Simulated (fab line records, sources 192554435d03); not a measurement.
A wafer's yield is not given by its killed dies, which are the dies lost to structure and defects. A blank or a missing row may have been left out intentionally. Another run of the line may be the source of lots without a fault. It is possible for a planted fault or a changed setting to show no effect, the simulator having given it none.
Lot-split experiment || flow n5 finfet || 21 wafers read across 7 lots, on a route 1938 steps long

== ABOUT THE SPLIT ==
At N5_GATE_CUT_COAT_27 (time 60 s, resist thk 10 nm), the setting spin rpm was moved away from the recipe's 1500 rpm on 7 of the 21 wafers read, by -7.4% to -3.7%. The other wafers ran this setting at the recipe's value.

== FROM THE SPLIT TO THE READING: what the file shows between them, 3 steps ==
- N5_GATE_CUT_COAT_07: resist thk 30 nm
- N5_GATE_CUT_EBR_09
- N5_GATE_CUT_DESCUM_18: chemistry O2, time 7 s

== THE READING ==
etch.depth nm (the simulator's own value, which no gauge read), in nm, at N5_GATE_CUT_ETCH_28 (etches underlayer in N2/H2, target depth 13 nm, time 10.4 s). The file gives no usual value for it. The 14 wafers here that ran the recipe average 9.989 nm, standard deviation 0.024 nm.

{"wafer": "L075.2", "tool, chamber at the split": "litho track-03, 0", "spin rpm as run, rpm": 1409, "against the recipe": "-6.1%", "etch.depth nm, nm": 10.33, "against lot-mates on the recipe": "+0.331"}
{"wafer": "L075.3", "tool, chamber at the split": "litho track-03, 0", "spin rpm as run, rpm": 1500, "against the recipe": "recipe", "etch.depth nm, nm": 10.02, "against lot-mates on the recipe": "-"}
{"wafer": "L075.6", "tool, chamber at the split": "litho track-03, 0", "spin rpm as run, rpm": 1500, "against the recipe": "recipe", "etch.depth nm, nm": 9.979, "against lot-mates on the recipe": "-"}
{"wafer": "L077.1", "tool, chamber at the split": "litho track-03, 0", "spin rpm as run, rpm": 1500, "against the recipe": "recipe", "etch.depth nm, nm": 9.976, "against lot-mates on the recipe": "-"}
{"wafer": "L077.4", "tool, chamber at the split": "litho track-03, 0", "spin rpm as run, rpm": 1500, "against the recipe": "recipe", "etch.depth nm, nm": 10.02, "against lot-mates on the recipe": "-"}
{"wafer": "L077.5", "tool, chamber at the split": "litho track-03, 0", "spin rpm as run, rpm": 1500, "against the recipe": "recipe", "etch.depth nm, nm": 10.03, "against lot-mates on the recipe": "-"}
{"wafer": "L082.2", "tool, chamber at the split": "litho track-03, 0", "spin rpm as run, rpm": 1500, "against the recipe": "recipe", "etch.depth nm, nm": 10.01, "against lot-mates on the recipe": "-"}
{"wafer": "L082.5", "tool, chamber at the split": "litho track-03, 0", "spin rpm as run, rpm": 1500, "against the recipe": "recipe", "etch.depth nm, nm": 10.01, "against lot-mates on the recipe": "-"}
{"wafer": "L082.4", "tool, chamber at the split": "litho track-03, 0", "spin rpm as run, rpm": 1444, "against the recipe": "-3.7%", "etch.depth nm, nm": 10.19, "against lot-mates on the recipe": "+0.180"}
{"wafer": "L083.2", "tool, chamber at the split": "litho track-05, 0", "spin rpm as run, rpm": 1500, "against the recipe": "recipe", "etch.depth nm, nm": 9.995, "against lot-mates on the recipe": "-"}
{"wafer": "L083.3", "tool, chamber at the split": "litho track-05, 0", "spin rpm as run, rpm": 1423, "against the recipe": "-5.1%", "etch.depth nm, nm": 10.27, "against lot-mates on the recipe": "+0.275"}
{"wafer": "L083.6", "tool, chamber at the split": "litho track-05, 0", "spin rpm as run, rpm": 1423, "against the recipe": "-5.1%", "etch.depth nm, nm": 10.27, "against lot-mates on the recipe": "+0.275"}
{"wafer": "L088.1", "tool, chamber at the split": "litho track-05, 0", "spin rpm as run, rpm": 1500, "against the recipe": "recipe", "etch.depth nm, nm": 9.986, "against lot-mates on the recipe": "-"}
{"wafer": "L088.2", "tool, chamber at the split": "litho track-05, 0", "spin rpm as run, rpm": 1426, "against the recipe": "-4.9%", "etch.depth nm, nm": 10.25, "against lot-mates on the recipe": "+0.264"}
{"wafer": "L088.6", "tool, chamber at the split": "litho track-05, 0", "spin rpm as run, rpm": 1426, "against the recipe": "-4.9%", "etch.depth nm, nm": 10.25, "against lot-mates on the recipe": "+0.264"}
{"wafer": "L089.1", "tool, chamber at the split": "litho track-05, 0", "spin rpm as run, rpm": 1500, "against the recipe": "recipe", "etch.depth nm, nm": 9.972, "against lot-mates on the recipe": "-"}
{"wafer": "L089.3", "tool, chamber at the split": "litho track-05, 0", "spin rpm as run, rpm": 1500, "against the recipe": "recipe", "etch.depth nm, nm": 9.964, "against lot-mates on the recipe": "-"}
{"wafer": "L089.4", "tool, chamber at the split": "litho track-05, 0", "spin rpm as run, rpm": 1500, "against the recipe": "recipe", "etch.depth nm, nm": 9.966, "against lot-mates on the recipe": "-"}
{"wafer": "L097.2", "tool, chamber at the split": "litho track-03, 0", "spin rpm as run, rpm": 1500, "against the recipe": "recipe", "etch.depth nm, nm": 9.949, "against lot-mates on the recipe": "-"}
{"wafer": "L097.4", "tool, chamber at the split": "litho track-03, 0", "spin rpm as run, rpm": 1500, "against the recipe": "recipe", "etch.depth nm, nm": 9.967, "against lot-mates on the recipe": "-"}
{"wafer": "L097.5", "tool, chamber at the split": "litho track-03, 0", "spin rpm as run, rpm": 1389, "against the recipe": "-7.4%", "etch.depth nm, nm": 10.32, "against lot-mates on the recipe": "+0.362"}

THE FIT
A straight line over all 21 wafers: etch.depth nm changes by -0.0516 nm for each +1% of spin rpm; r = -0.98; the points scatter about the line by 0.025 nm.
The same after taking each lot's own level away (the mean of its wafers on the recipe; 21 wafers): -0.0521 nm for each +1%; r = -0.99; scatter 0.014 nm.
According to that fit, moving spin rpm by its largest amount changes the reading by 0.39 nm.
Across the lots, their own levels run from 9.9580 to 10.0100 nm, a range of 2.1 times the standard deviation given above.
The two slopes agree, so the slope changes little with the lot-to-lot level.
Check: +0.394 nm against its lot-mates is what the line predicts for one of the wafers moved furthest among these (-7.4%) when that wafer is left out of the fit. It came out at +0.362 nm against them.

== FURTHER SPLITS ON THESE WAFERS ==
Note: prior to the reading, these wafers also went through further splits. Each is held against what the fit with the lots' levels taken away leaves over:
{"other split on the same wafers": "N5_SD_EPI_N_EPI_21 time s", "wafers away from the commonest value": 3, "r with etch.depth nm (lot level and that fit taken away)": -0.30}
{"other split on the same wafers": "N5_SD_EPI_P_EXPOSE_06 dose mj", "wafers away from the commonest value": 6, "r with etch.depth nm (lot level and that fit taken away)": "+0.08"}
{"other split on the same wafers": "N5_SD_EPI_P_EPI_21 time s", "wafers away from the commonest value": 2, "r with etch.depth nm (lot level and that fit taken away)": -0.06}
{"other split on the same wafers": "N5_SD_ACTIVATION_LSA_01 temp c", "wafers away from the commonest value": 6, "r with etch.depth nm (lot level and that fit taken away)": "+0.02"}
{"other split on the same wafers": "N5_HKMG_FIN_COAT_41 spin rpm", "wafers away from the commonest value": 8, "r with etch.depth nm (lot level and that fit taken away)": -0.12}
{"other split on the same wafers": "N5_GATE_CUT_ETCH_58 source w", "wafers away from the commonest value": 6, "r with etch.depth nm (lot level and that fit taken away)": -0.04}

== THE WHOLE CHAIN: every reading that the file lists as answering this split, in the file's order ==
{"step": "N5_GATE_CUT_COAT_27", "what it does": "time 60 s, resist thk 10 nm", "reading": "underlayer_of_GATE_CUT_COAT_27.thk nm (the simulator's own value, which no gauge read)", "change (the file's fit)": "-0.0522 nm for each +1% of the setting", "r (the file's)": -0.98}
{"step": "N5_GATE_CUT_ETCH_28", "what it does": "etches underlayer in N2/H2, target depth 13 nm, time 10.4 s", "reading": "etch.depth nm (the simulator's own value, which no gauge read)", "change (the file's fit)": "-0.0514 nm for each +1% of the setting", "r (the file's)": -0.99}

== FILE'S OWN FIT ==
etch.depth nm changes by -0.0514 nm for each +1% of spin rpm, r = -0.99.
